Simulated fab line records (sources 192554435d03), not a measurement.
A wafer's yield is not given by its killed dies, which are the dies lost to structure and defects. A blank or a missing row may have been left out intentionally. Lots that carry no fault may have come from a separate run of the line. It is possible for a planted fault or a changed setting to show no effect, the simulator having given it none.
Chamber matching    flow n5 finfet    N5_DUMMY_GATE_TRIM_49 on rie si-02 has 4 sister chambers
The step chemistry O2, time 29 s, target cd 14 nm. 4 wafers are shown with their chamber, then 10 later ones without.

== EACH WAFER AND ITS CHAMBER ==
wafer   chamber  throttle valve pct (%)
L085.1  1        8.05
L086.4  0        8.24
L088.1  3        8.08
L088.2  2        8.12

== WAFERS MISSING THEIR CHAMBER ==
wafer   throttle valve pct (%)
L088.6  8.13
L089.1  8.11
L089.2  8.25
L089.4  8.07
L091.1  8.23
L091.4  8.14
L091.6  8.12
L097.1  8.13
L097.4  8.09
L097.6  8.10

== WHICH CHAMBER EACH ONE RAN IN ==
wafer   from the rows above      in truth
L088.6  2                        2
L089.1  can't be placed: 2 or 3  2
L089.2  0                        0
L089.4  can't be placed: 3 or 1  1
L091.1  0                        0
L091.4  2                        2
L091.6  2                        2
L097.1  2                        2
L097.4  can't be placed: 3 or 2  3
L097.6  can't be placed: 2 or 3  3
Correctly placed: 6 of 10. Unplaceable from these rows: 4, with the true chamber sitting among the candidates in 4. Placed wrongly: 0.
How it was worked out, from the rows above alone: a wafer's distance from a chamber is the root of the sum, over the readings, of the square of ((its reading less the chamber's mean) divided by the reading's scatter). The wafer belongs to the nearest chamber; if the next one is less than 2 further off, it can't be placed. The mean given for a chamber averages the wafers shown for that chamber. The scatter: with one shown wafer a chamber, the root of the mean of the squares of how far each hidden wafer lies from its nearest shown one.
